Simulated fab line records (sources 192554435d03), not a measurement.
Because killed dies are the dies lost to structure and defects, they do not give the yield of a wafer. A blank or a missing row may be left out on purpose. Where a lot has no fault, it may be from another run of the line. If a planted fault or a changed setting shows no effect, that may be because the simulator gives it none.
Problem report in the 8D (eight disciplines) form, filled by code + flow n5_finfet + the parts of the form that need people (team, actions taken, sign-off) are left out

## 1. WHAT WENT WRONG
Mean of barrier_field_endpoint_s at N5_BEOL_M15_CMP_49: 15.04 s across 3 wafers in 3 lots; on wafers with no fault it is 11.32 s (standard deviation 0.28). That puts it +13 standard deviations away from the usual mean.
The step: polishes, stops on SiO2, t overpolish 4.9 s, target thk 850 nm.
The first sign was on wafer L280.5 at day 14 11:06, on cmp-01. At this step, 32 wafers from 11 lots have a number in the record. Rule for "out", or "out of limits": more than 4 standard deviations from the usual mean. Any other wafer with a number is counted as sound.

## 2. WHAT IT IS, WHAT IT ISN'T
| question                    | is                       | is not                                                                                |
|-----------------------------|--------------------------|---------------------------------------------------------------------------------------|
| which readings at this step | barrier_field_endpoint_s | motor_current_A                                                                       |
| which lots                  | L280, L281, L284         | L270, L273, L274, L276, L278, L279, L286, L290                                        |
| which wafers of those lots  | L280.5, L281.5, L284.5   | L280.1, L280.3, L281.2, L281.4, L284.1                                                |
| read on which tools         | cmp-01, cmp-04           | cmp-03                                                                                |
| when                        | from day 14 11:06        | up to then (20 sound wafers); but 9 sound wafers of L281, L284, L286, L290 came after |

## 3. WHAT RULES OUT EACH SUSPECT
Counting: a tool at a process step up to the reading stays a suspect if it ran every lot that is out. Sound lots after the first of them don't rule it out here, since some wafers of a struck lot are sound.
- pvd_sputter-03 at N5_BEOL_M15_SPUTTER_43 (material TaN, target thk 15 nm, time 24.19 s): kept. It processed each lot that is out (first: L280, day 14 10:06); up to then, its last sound lot is L279 (day 14 09:25).
- pvd_sputter-03 at N5_BEOL_M15_SPUTTER_44 (material Ta, target thk 15 nm, time 24.19 s): kept. It processed each lot that is out (first: L280, day 14 10:11); up to then, its last sound lot is L279 (day 14 09:30).
What counting leaves: pvd_sputter-03 at N5_BEOL_M15_SPUTTER_43 and pvd_sputter-03 at N5_BEOL_M15_SPUTTER_44.

## 4. THE CAUSE (what the simulator had put in)
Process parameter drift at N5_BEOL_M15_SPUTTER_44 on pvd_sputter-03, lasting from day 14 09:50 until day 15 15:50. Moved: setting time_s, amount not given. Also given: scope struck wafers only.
Counting left 2 suspects, and this tool is among them.

## 5. SEQUENCE OF EFFECTS, ordered by route
One row per reading whose mean, taken over the struck wafers that have a number, lies over 3 standard deviations from the usual. Only readings whose record carries a usual standard deviation are examined. hours: median over the lots of the time between each lot's start at the first step of this table that gives one and its start at this step. sigmas: the change, counted in usual standard deviations.
| hours | step               | reading                  | usual   | on struck wafers | change | sigmas |
|-------|--------------------|--------------------------|---------|------------------|--------|--------|
| 0     | N5_BEOL_M15_CMP_49 | barrier_field_endpoint_s | 11.32 s | 15.04            | +3.72  | +13    |
Its process steps:
- N5_BEOL_M15_CMP_49: polishes, stops on SiO2, t overpolish 4.9 s, target thk 850 nm.

## 6. WHAT WOULD HAVE CAUGHT IT SOONER
In this record the first reading out of limits was taken at day 14 11:06, 1 hour after the fault began at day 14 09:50.
An alarm limit of 4 standard deviations would not have fired on the tool readings at N5_BEOL_M15_SPUTTER_44 for which the record gives a usual standard deviation, since none of them was out on any struck wafer.
Among the 3 lots that are out, L281, L284 began N5_BEOL_M15_SPUTTER_44 on pvd_sputter-03 after day 14 11:06. A hold on the tool at that time would have spared those 2.
